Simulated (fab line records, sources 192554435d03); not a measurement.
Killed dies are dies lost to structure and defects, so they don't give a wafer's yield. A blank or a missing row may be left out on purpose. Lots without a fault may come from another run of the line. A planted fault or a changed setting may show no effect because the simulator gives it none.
A struck lot beside a sound one | flow n5_finfet | 39 steps out of a route of 1938
Sound: wafers L172.1, L172.4, L172.5. Struck: wafers L190.4, L190.6. (L190.5 of the same lot was not struck and is left out.) The cause comes at the end.
At each step with rows: each side's tool, then ch and its chambers, then its first start. Under that, the readings that differ: sound wafers | struck wafers | difference of the means | sigmas: that difference in standard deviations of wafers without a fault.
alike: readings whose means differ by less than 2 such deviations, and words and numbers that are the same on both sides. not compared: withheld readings, readings that some wafer has no value for, bounds like >300 that may hide the same value, and numbers for which the record gives no deviation and whose values overlap.
The two part at a step that has a row with sigmas, a row that says differs or no value, or rows on one side only. Numbers that don't overlap but have no deviation are shown without sigmas and don't part them. A reading that every wafer of one side lacks parts them only if that side has two wafers or more.

first, 9 steps without rows for these wafers: N5_HKMG_FIN_DESCUM_17 (chemistry O2, time 7.9 s); N5_HKMG_FIN_ETCH_31 (etches SiARC in CF4, target depth 45.5 nm, time 75.8 s); N5_HKMG_FIN_ETCH_32 (etches SOC in N2/H2, target depth 240 nm, time 300 s); N5_HKMG_FIN_STRIP_33 (strips in N2/H2); N5_HKMG_FIN_STRIP_34 (strips in CF4); N5_HKMG_FIN_ETCH_35 (etches SOC in N2/H2, target depth 215.8 nm, time 243.4 s); N5_HKMG_FIN_STRIP_92 (strips SOC in N2/H2, time 20 s); N5_HKMG_FIN_WET_ETCH_18 (etches TiN in SC1, time 55 s, target depth 5.2 nm, rinse time 30 s); N5_HKMG_FIN_STRIP_19 (strips in N2/H2, time 360 s).
N5_HKMG_FIN_ALD_91: deposits TiN, target thk 1 nm, pulse time 1 s, purge time 3 s.
  sound on ald_metal-04 ch 0,2,3, day 4 05:31; struck on ald_metal-04 ch 0,3, day 9 05:56
  reading                                  | sound    | struck  | difference | sigmas
  ald_cycles                               | 47 47 47 | 65 65   | +18        |
  model.TiN_of_HKMG_FIN_ALD_91.thk_nm (nm) | 1 1 1    | 1.4 1.4 | +0.4       |
  alike: heater_power_w, precursor_pulse_height_rel
then, 27 steps without rows for these wafers: N5_HKMG_FIN_COAT_85 (time 60 s, resist thk 300 nm); N5_HKMG_FIN_ETCH_86 (etches SOC in N2/H2, stops on TiN, target depth 393.2 nm); N5_HKMG_FIN_STRIP_89 (strips SOC in N2/H2, time 20 s); N5_HKMG_FIN_WET_ETCH_87 (etches TiN in SC1, time 154.2 s, target depth 4.7 nm, rinse time 30 s); N5_HKMG_FIN_STRIP_88 (strips in N2/H2, time 360 s); N5_HKMG_FIN_NWFM_ALD_20 (deposits TiAlC, target thk 2 nm, pulse time 3 s, purge time 2 s); N5_HKMG_FIN_ALD_71 (deposits TiN, target thk 1 nm, pulse time 1 s, purge time 3 s); N5_HKMG_FIN_COAT_66 (time 60 s, resist thk 300 nm); N5_HKMG_FIN_ETCH_67 (etches SOC in N2/H2, stops on TiN, target depth 388.9 nm); N5_HKMG_FIN_STRIP_90 (strips SOC in N2/H2, time 20 s); N5_HKMG_FIN_WET_ETCH_73 (etches the open film in SC1, time 42.3 s, target depth 1.3 nm, rinse time 30 s); N5_HKMG_FIN_ETCHBACK_68 (etches the open film in Cl2/Ar, stops on HfO2, target depth 0.5 nm); N5_HKMG_FIN_STRIP_69 (strips in N2/H2, time 360 s); N5_HKMG_FIN_ALD_21 (deposits TiN, target thk 1.5 nm, pulse time 1 s, purge time 3 s); N5_HKMG_FIN_ALD_72 (deposits W, target thk 2 nm, pulse time 1 s, purge time 2 s); N5_HKMG_FIN_W_FILL_22 (material W, target thk 60 nm, time 18.2 s); N5_HKMG_FIN_PRECLEAN_83 (cleans in DIW, time 57.5 s); N5_HKMG_FIN_SRD_84 (dry time 32 s); N5_HKMG_FIN_CMP_23 (polishes, stops on SiNx, t overpolish 10 s, target thk 46.326 nm); N5_HKMG_FIN_CMP_94 (polishes, stops on SiNx, t overpolish 4.7 s, target thk 43.299 nm); N5_GATE_CUT_ETCHBACK_00 (etches W in SF6/Cl2); N5_GATE_CUT_ETCH_56 (etches TiN in Cl2/Ar, target depth 21.6 nm); N5_GATE_CUT_ETCHBACK_30 (etches TiN in Cl2/Ar, target depth 3 nm); N5_GATE_CUT_VAPOR_ETCH_60 (etches HfO2 in BCl3/Cl2); N5_GATE_CUT_ETCH_58 (etches SiNx in CH3F/O2, target depth 17 nm, time 128.6 s); N5_GATE_CUT_STRIP_59 (strips in N2/H2, time 20 s); N5_GATE_CUT_PRECLEAN_31 (cleans in DIW, time 300 s).
-- the record jumps here: 3 days lie between the struck wafers' starts before and after (it left off in module GATE_CUT and takes up again in module BEOL_M4, whose first step shown is number 1111 of the route) --
N5_BEOL_M4_RC_MEAS_101:
  sound on prober-02 ch 0, day 7 23:11; struck on prober-01 ch 0, day 12 17:43
  reading             | sound                      | struck            | difference | sigmas
  IOFF_N (nA/um)      | 0.160 0.158 0.149          | 0.039 0.030       | -0.121     | -4
  IOFF_N_85C (nA/um)  | 3.2 3.2 3.0                | 1.0 0.8           | -2.2       | -5
  IOFF_N_LIN (nA/um)  | 0.075 0.073 0.070          | 0.018 0.015       | -0.056     | -6
  IOFF_N_LONG (nA/um) | 5.59e-05 5.58e-05 5.43e-05 | 2.77e-05 2.69e-05 | -2.80e-05  | -13
  IOFF_P (nA/um)      | 0.24 0.22 0.21             | 0.42 0.32         | +0.15      | +4
  IOFF_P_85C (nA/um)  | 4.0 3.7 3.7                | 6.3 5.0           | +1.9       | +3
  IOFF_P_LIN (nA/um)  | 0.110 0.101 0.100          | 0.190 0.158       | +0.070     | +5
  IOFF_P_LONG (nA/um) | 0.000113 0.000111 0.000107 | 0.000162 0.000162 | +0.000052  | +5
  ION_N (uA/um)       | 673 674 672                | 596 580           | -85        | -7
  ION_P (uA/um)       | 467 460 464                | 496 482           | +25        | +3
  VT_N (mV)           | 250.8 249.6 252.1          | 287.2 296.4       | +41.0      | +14
  VT_N_LONG (mV)      | 275.4 276.2 274.6          | 318.4 315.8       | +41.7      | +25
  VT_N_LVT (mV)       | 97.8 96.9 98.7             | 136.3 140.9       | +40.8      | +14
  VT_P (mV)           | -250 -251 -249             | -231 -234         | +18        | +5
  VT_P_LONG (mV)      | -274 -275 -275             | -259 -261         | +15        | +4
  VT_P_LVT (mV)       | -95 -97 -97                | -79 -84           | +15        | +5
  alike: DIBL_N, DIBL_P, SS_N, SS_P
-- the record jumps here: 5 days lie between the struck wafers' starts before and after (it left off in module BEOL_M4 and takes up again in module PASSIVATION, whose first step shown is number 1936 of the route) --
N5_PASSIVATION_PROBE_49:
  sound on prober-01, day 12 18:31; struck on prober-02, day 17 09:56
  reading              | sound          | struck      | difference | sigmas
  killed_at_front_end  | 58 36 52       | 26 18       | -27        | -2
  sort_bin_8_speed (%) | 0 0 0          | 91.10 91.86 | +91.48     | +99 or more
  sort_n_pass          | 1072 1100 1075 | 0 0         | -1082      | -54
  sort_yield_pct (%)   | 90.8 93.2 91.1 | 0 0         | -92        | -54
  alike: defect_limited_yield, killed_at_M0_to_M3, killed_at_M4_up, killed_at_contacts, killed_at_other, killed_dies, killed_open, killed_short, sort_bin_5_function, sort_bin_6_memory
  not compared: sort_bin_4_leakage

WHERE THEY PART
First at N5_BEOL_M4_RC_MEAS_101; last, within this record, at N5_PASSIVATION_PROBE_49.

WHY: what the simulator had put in
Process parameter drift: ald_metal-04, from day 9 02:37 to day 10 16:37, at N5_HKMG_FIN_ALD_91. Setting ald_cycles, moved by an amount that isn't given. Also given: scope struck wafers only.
